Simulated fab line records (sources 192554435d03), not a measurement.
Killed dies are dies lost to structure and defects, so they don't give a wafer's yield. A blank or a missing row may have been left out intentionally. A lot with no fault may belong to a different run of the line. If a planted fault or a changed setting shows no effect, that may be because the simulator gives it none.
Chamber matching / flow n5_finfet / N5_DUMMY_GATE_HM_OPEN_21 on rie_diel-01: 4 sister chambers
The step chemistry CH3F/O2, target SiNx, target depth 120 nm, time 171.4 s. 4 wafers are shown with their chamber, then 7 later ones without.

== WAFERS WITH THEIR CHAMBER ==
wafer=L085.3; chamber=0; oes_product_au (a.u.)=0.68
wafer=L085.6; chamber=1; oes_product_au (a.u.)=0.80
wafer=L086.2; chamber=3; oes_product_au (a.u.)=0.75
wafer=L086.3; chamber=2; oes_product_au (a.u.)=0.94

== WAFERS WITH NO CHAMBER GIVEN ==
wafer=L086.6; oes_product_au (a.u.)=0.94
wafer=L088.2; oes_product_au (a.u.)=0.80
wafer=L088.4; oes_product_au (a.u.)=0.75
wafer=L088.6; oes_product_au (a.u.)=0.94
wafer=L094.1; oes_product_au (a.u.)=0.91
wafer=L094.4; oes_product_au (a.u.)=0.78
wafer=L094.6; oes_product_au (a.u.)=0.97

== EACH ONE'S CHAMBER ==
wafer=L086.6; from the rows above=2; in truth=2
wafer=L088.2; from the rows above=1; in truth=1
wafer=L088.4; from the rows above=3; in truth=3
wafer=L088.6; from the rows above=2; in truth=2
wafer=L094.1; from the rows above=2; in truth=2
wafer=L094.4; from the rows above=can't be placed: 1 or 3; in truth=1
wafer=L094.6; from the rows above=2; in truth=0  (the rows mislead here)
5 of 7 placed correctly. Unplaceable from these rows: 1, with the true chamber sitting among the candidates in 1. Number placed wrongly: 1.
How it was worked out, from the rows above alone: a wafer's distance from a chamber is the root of the sum, over the readings, of the square of ((its reading less the chamber's mean) divided by the reading's scatter). The wafer belongs to the nearest chamber; if the next one is less than 2 further off, it can't be placed. A chamber's mean is the mean of its shown wafers. The scatter (one wafer shown for each chamber): square how far every hidden wafer sits from the nearest shown wafer, average those squares and take the square root.
